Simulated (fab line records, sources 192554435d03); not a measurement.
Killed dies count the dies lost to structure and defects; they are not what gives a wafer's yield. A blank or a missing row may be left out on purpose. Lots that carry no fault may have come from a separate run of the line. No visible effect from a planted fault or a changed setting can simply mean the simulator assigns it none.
Lot-split experiment / flow n5Finfet / on a route of 1938 steps: 7 lots, 21 wafers read

## SPLIT DETAILS
At N5_BEOL_M0_SAQP_COAT_105 (time 60 s, resist thk 100 nm), the setting spinRpm was moved away from the recipe's 1500 rpm on 9 of the 21 wafers read, by -11.1% to +9.9%. All remaining wafers had this setting at the recipe value.

Reading taken at the split's own step.

## THE READING
SOC_of_BEOL_M0_SAQP_COAT_105.thkNm (the simulator's own value, which no gauge read), in nm, at N5_BEOL_M0_SAQP_COAT_105 (time 60 s, resist thk 100 nm). No usual value for it is given in the file. Here, 12 wafers ran the recipe; their average is 99.9 nm with a standard deviation of 0.24 nm.

wafer=L076.1; tool, chamber at the split=lithoTrack-01, 0; spinRpm as run, rpm=1500; against the recipe=recipe; SOC_of_BEOL_M0_SAQP_COAT_105.thkNm, nm=100; against lot-mates on the recipe=-
wafer=L076.4; tool, chamber at the split=lithoTrack-01, 0; spinRpm as run, rpm=1500; against the recipe=recipe; SOC_of_BEOL_M0_SAQP_COAT_105.thkNm, nm=100; against lot-mates on the recipe=-
wafer=L076.5; tool, chamber at the split=lithoTrack-01, 0; spinRpm as run, rpm=1500; against the recipe=recipe; SOC_of_BEOL_M0_SAQP_COAT_105.thkNm, nm=100.4; against lot-mates on the recipe=-
wafer=L078.2; tool, chamber at the split=lithoTrack-01, 0; spinRpm as run, rpm=1500; against the recipe=recipe; SOC_of_BEOL_M0_SAQP_COAT_105.thkNm, nm=99.8; against lot-mates on the recipe=-
wafer=L078.5; tool, chamber at the split=lithoTrack-01, 0; spinRpm as run, rpm=1500; against the recipe=recipe; SOC_of_BEOL_M0_SAQP_COAT_105.thkNm, nm=100; against lot-mates on the recipe=-
wafer=L078.6; tool, chamber at the split=lithoTrack-01, 0; spinRpm as run, rpm=1361; against the recipe=-9.3%; SOC_of_BEOL_M0_SAQP_COAT_105.thkNm, nm=105; against lot-mates on the recipe=+5.1
wafer=L079.2; tool, chamber at the split=lithoTrack-04, 0; spinRpm as run, rpm=1333; against the recipe=-11.1%; SOC_of_BEOL_M0_SAQP_COAT_105.thkNm, nm=106.2; against lot-mates on the recipe=+6.2
wafer=L079.3; tool, chamber at the split=lithoTrack-04, 0; spinRpm as run, rpm=1333; against the recipe=-11.1%; SOC_of_BEOL_M0_SAQP_COAT_105.thkNm, nm=106.2; against lot-mates on the recipe=+6.2
wafer=L079.5; tool, chamber at the split=lithoTrack-04, 0; spinRpm as run, rpm=1500; against the recipe=recipe; SOC_of_BEOL_M0_SAQP_COAT_105.thkNm, nm=100; against lot-mates on the recipe=-
wafer=L082.2; tool, chamber at the split=lithoTrack-01, 0; spinRpm as run, rpm=1649; against the recipe=+9.9%; SOC_of_BEOL_M0_SAQP_COAT_105.thkNm, nm=95.4; against lot-mates on the recipe=-4.2
wafer=L082.4; tool, chamber at the split=lithoTrack-01, 0; spinRpm as run, rpm=1500; against the recipe=recipe; SOC_of_BEOL_M0_SAQP_COAT_105.thkNm, nm=99.6; against lot-mates on the recipe=-
wafer=L082.6; tool, chamber at the split=lithoTrack-01, 0; spinRpm as run, rpm=1649; against the recipe=+9.9%; SOC_of_BEOL_M0_SAQP_COAT_105.thkNm, nm=95.2; against lot-mates on the recipe=-4.4
wafer=L086.1; tool, chamber at the split=lithoTrack-01, 0; spinRpm as run, rpm=1500; against the recipe=recipe; SOC_of_BEOL_M0_SAQP_COAT_105.thkNm, nm=99.6; against lot-mates on the recipe=-
wafer=L086.5; tool, chamber at the split=lithoTrack-01, 0; spinRpm as run, rpm=1578; against the recipe=+5.2%; SOC_of_BEOL_M0_SAQP_COAT_105.thkNm, nm=97.6; against lot-mates on the recipe=-2.2
wafer=L086.6; tool, chamber at the split=lithoTrack-01, 0; spinRpm as run, rpm=1500; against the recipe=recipe; SOC_of_BEOL_M0_SAQP_COAT_105.thkNm, nm=100; against lot-mates on the recipe=-
wafer=L089.4; tool, chamber at the split=lithoTrack-01, 0; spinRpm as run, rpm=1600; against the recipe=+6.7%; SOC_of_BEOL_M0_SAQP_COAT_105.thkNm, nm=97; against lot-mates on the recipe=no lot-mate on the recipe
wafer=L089.5; tool, chamber at the split=lithoTrack-01, 0; spinRpm as run, rpm=1600; against the recipe=+6.7%; SOC_of_BEOL_M0_SAQP_COAT_105.thkNm, nm=97; against lot-mates on the recipe=no lot-mate on the recipe
wafer=L089.6; tool, chamber at the split=lithoTrack-01, 0; spinRpm as run, rpm=1600; against the recipe=+6.7%; SOC_of_BEOL_M0_SAQP_COAT_105.thkNm, nm=97.2; against lot-mates on the recipe=no lot-mate on the recipe
wafer=L094.2; tool, chamber at the split=lithoTrack-05, 0; spinRpm as run, rpm=1500; against the recipe=recipe; SOC_of_BEOL_M0_SAQP_COAT_105.thkNm, nm=99.6; against lot-mates on the recipe=-
wafer=L094.4; tool, chamber at the split=lithoTrack-05, 0; spinRpm as run, rpm=1500; against the recipe=recipe; SOC_of_BEOL_M0_SAQP_COAT_105.thkNm, nm=99.6; against lot-mates on the recipe=-
wafer=L094.3; tool, chamber at the split=lithoTrack-05, 0; spinRpm as run, rpm=1500; against the recipe=recipe; SOC_of_BEOL_M0_SAQP_COAT_105.thkNm, nm=100; against lot-mates on the recipe=-

FIT RESULTS
A straight line over all 21 wafers: SOC_of_BEOL_M0_SAQP_COAT_105.thkNm changes by -0.507 nm for each +1% of spinRpm; r = -0.99; the points scatter about the line by 0.34 nm.
The same after taking each lot's own level away (the mean of its wafers on the recipe; 18 wafers): -0.503 nm for each +1%; r = -0.99; scatter 0.33 nm.
According to that fit, moving spinRpm by its largest amount changes the reading by 5.6 nm.
The lots' own levels span 99.60 to 100.13 nm, that is 2.2 times the standard deviation above.
The two slopes agree, so the slope changes little with the lot-to-lot level.
Check: with one of the wafers moved furthest among these (-11.1%) left out of the fit, the line predicts +5.65 nm for it against its lot-mates. Against them it came out at +6.2 nm.

## OTHER SPLITS ON THESE WAFERS
Other splits were also applied to these wafers ahead of the reading. Each is held against what the fit with the lots' levels taken away leaves over:
other split on the same wafers=N5_MOL_CONTACT_COAG_COAT_77 spinRpm; wafers away from the commonest value=3; r with SOC_of_BEOL_M0_SAQP_COAT_105.thkNm (lot level and that fit taken away)=-0.48
other split on the same wafers=N5_BEOL_M0_SAQP_ILD_DEP_01 timeS; wafers away from the commonest value=6; r with SOC_of_BEOL_M0_SAQP_COAT_105.thkNm (lot level and that fit taken away)=-0.12
other split on the same wafers=N5_BEOL_M0_SAQP_PECVD_04 timeS; wafers away from the commonest value=5; r with SOC_of_BEOL_M0_SAQP_COAT_105.thkNm (lot level and that fit taken away)=+0.02
other split on the same wafers=N5_BEOL_M0_SAQP_SPACER1_ALD_98 aldCycles; wafers away from the commonest value=8; r with SOC_of_BEOL_M0_SAQP_COAT_105.thkNm (lot level and that fit taken away)=-0.48

## THE FILE'S OWN FIT
SOC_of_BEOL_M0_SAQP_COAT_105.thkNm changes by -0.508 nm for each +1% of spinRpm, r = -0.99.
